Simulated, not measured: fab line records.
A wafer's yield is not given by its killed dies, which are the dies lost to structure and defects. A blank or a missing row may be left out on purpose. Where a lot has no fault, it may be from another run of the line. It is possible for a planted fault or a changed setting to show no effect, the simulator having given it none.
A lot that was struck, set against a sound lot | flow n5_finfet | 28 steps out of a route of 1938
Sound: the wafers L376.3, L376.4, L376.6. The struck wafers were L383.3, L383.4, L383.6. The cause comes at the end.
At each step with rows: each side's tool, then ch and its chambers, then its first start. Under that, the readings that differ: sound wafers | struck wafers | difference of the means | sigmas: that difference in standard deviations of wafers without a fault.
alike: readings whose means differ by less than 2 such deviations, and words and numbers that are the same on both sides. not compared: withheld readings, readings that some wafer has no value for, bounds like >300 that may hide the same value, and numbers for which the record gives no deviation and whose values overlap.
The two part at a step that has a row with sigmas, a row that says differs or no value, or rows on one side only. When numbers do not overlap yet have no deviation, they are printed without sigmas and do not part them. A reading that every wafer of one side lacks parts them only if that side has two wafers or more.

N5_BEOL_M13_ETCH_59: etches BARC in N2/H2, target depth 89 nm, overetch 26.7 nm, time 67.9 s.
  sound on rie_diel-03 ch 1,2,3, day 13 11:53; struck on rie_diel-04 ch 0,1,2, day 15 02:07
  reading                     | sound       | struck      | difference | sigmas
  drypump_motor_current_A (A) | 5.6 5.1 5.0 | 6.2 5.6 6.5 | +0.9       | +2
  alike: oes_product_au, rf_vpp_V, showerhead_plenum_p_Torr, throttle_valve_pct
  not compared: rf_hours_counter_h
N5_BEOL_M13_VIA_ETCH_16: etches SiOC in C4F8/O2/Ar, target depth 921.7 nm.
  sound on rie_diel-03 ch 1,2,3, day 13 11:56; struck on rie_diel-04 ch 0,1,2, day 15 02:10
  alike: drypump_motor_current_A, oes_product_au, rf_vpp_V, showerhead_plenum_p_Torr, throttle_valve_pct
N5_BEOL_M13_STRIP_63: strips in N2/H2.
  sound on plasma_asher-02 ch 0,1, day 13 12:11; struck on plasma_asher-02 ch 0,1, day 15 02:26
  alike: drypump_motor_current_A, heater_power_w, oes_product_au, strip_time_to_endpoint_s, temp_c
  not compared: rf_hours_counter_h
N5_BEOL_M13_STRIP_64: strips in N2/H2.
  sound on plasma_asher-02 ch 0,1, day 13 12:15; struck on plasma_asher-02 ch 0,1, day 15 02:29
  alike: drypump_motor_current_A, heater_power_w, oes_product_au, strip_time_to_endpoint_s, temp_c
  not compared: rf_hours_counter_h
then, 2 steps without rows for these wafers: N5_BEOL_M13_STRIP_71 (strips in post etch residue remover, time 60 s); N5_BEOL_M13_SRD_72 (time 30 s, dry time 30 s).
N5_BEOL_M13_CD_MEAS_17 targets a cd of 190 nm.
  sound on cd_sem-03 at day 13 12:23; struck on cd_sem-03 at day 15 02:37
  alike: cd_nm
then, 5 steps without rows for these wafers: N5_BEOL_M13_COAT_65 (time 60 s, resist thk 350 nm); N5_BEOL_M13_COAT_66 (time 60 s, resist thk 110 nm); N5_BEOL_M13_COAT_22 (resist thk 300 nm); N5_BEOL_M13_EBR_24; N5_BEOL_M13_SOFTBAKE_23 (time 60 s).
N5_BEOL_M13_EXPOSE_25: exposes mask M13, target cd 210 nm.
  sound on krf_scanner-01 ch 0, day 13 12:33; struck on krf_scanner-02 ch 0, day 15 02:55
  alike: mask
then, 3 steps without rows for these wafers: N5_BEOL_M13_PEB_26 (peb time 90 s); N5_BEOL_M13_DEVELOP_27 (develop time 45 s); N5_BEOL_M13_HARDBAKE_32 (time 120 s).
N5_BEOL_M13_CD_MEAS_28 targets a cd of 209.5 nm.
  sound on cd_sem-03 ch 0, day 13 12:43; struck on cd_sem-01 ch 0, day 15 03:05
  reading    | sound             | struck            | difference | sigmas
  cd_nm (nm) | 210.0 209.9 210.9 | 282.8 340.8 344.1 | +112.3     | +94
N5_BEOL_M13_OVL_MEAS_29:
  sound on overlay-02 ch 0, day 13 12:44; struck on overlay-02 ch 0, day 15 03:07
  reading      | sound    | struck  | difference | sigmas
  M13_OVL (nm) | -8 -6 -8 | 4 10 10 | +15        | +3
N5_BEOL_M13_INSPECT_30: inspects for defects (macro).
  sound on defect_inspect-01 at day 13 12:49; struck on defect_inspect-02 at day 15 03:08
  alike: raw_defect_count
N5_BEOL_M13_DESCUM_33: chemistry O2, time 7.9 s.
  sound on rie_diel-03 ch 1,2, day 13 13:02; struck on rie_diel-03 ch 1,2,3, day 15 03:10
  reading                   | sound         | struck          | difference | sigmas
  model.BEOL_M13.cd_nm (nm) | 210 210 210.8 | 282.8 341 344.2 | +112.4     |
  alike: drypump_motor_current_A, oes_product_au, rf_vpp_V, showerhead_plenum_p_Torr, temp_c, throttle_valve_pct
  not compared: rf_hours_counter_h
N5_BEOL_M13_ETCH_67: etches SiARC in CF4, target depth 143 nm, time 238.3 s.
  sound on rie_diel-03 ch 1,2, day 13 13:04; struck on rie_diel-03 ch 1,2,3, day 15 03:13
  alike: drypump_motor_current_A, etch_rf_on_time_s, oes_product_au, rf_vpp_V, showerhead_plenum_p_Torr, throttle_valve_pct
  not compared: rf_hours_counter_h
then, 5 steps without rows for these wafers: N5_BEOL_M13_ETCH_68 (etches SOC in N2/H2, time 355 s); N5_BEOL_M13_STRIP_69 (strips in N2/H2); N5_BEOL_M13_TRENCH_ETCH_34 (etches SiOC in C4F8/O2/Ar, target depth 413.47 nm, time 162.6 s); N5_BEOL_M13_STRIP_70 (strips in C4F8/O2/Ar); N5_BEOL_M13_STRIP_37 (strips in N2/H2).
N5_BEOL_M13_ETCH_38: etches SiCN in CF4/N2, target depth 67.5 nm, time 71.9 s.
  sound on rie_diel-03 ch 0,3, day 13 13:49; struck on rie_diel-04 ch 0,1,3, day 15 04:12
  reading                   | sound             | struck            | difference | sigmas
  model.BEOL_M13.cd_nm (nm) | 209.2 209.4 210.6 | 282.6 341.2 345.4 | +113.3     |
  alike: drypump_motor_current_A, oes_product_au, rf_vpp_V, showerhead_plenum_p_Torr, throttle_valve_pct
  not compared: rf_hours_counter_h
then, 1 step without rows for these wafers: N5_BEOL_M13_PRECLEAN_39 (cleans in residue remover, time 60 s).

== WHERE THEY PART ==
Last at N5_BEOL_M13_OVL_MEAS_29 as far as this record goes, first at N5_BEOL_M13_ETCH_59. Later steps at which nothing parts them and some readings are alike: N5_BEOL_M13_INSPECT_30, N5_BEOL_M13_DESCUM_33, N5_BEOL_M13_ETCH_67, N5_BEOL_M13_ETCH_38.

WHY: what the simulator had put in
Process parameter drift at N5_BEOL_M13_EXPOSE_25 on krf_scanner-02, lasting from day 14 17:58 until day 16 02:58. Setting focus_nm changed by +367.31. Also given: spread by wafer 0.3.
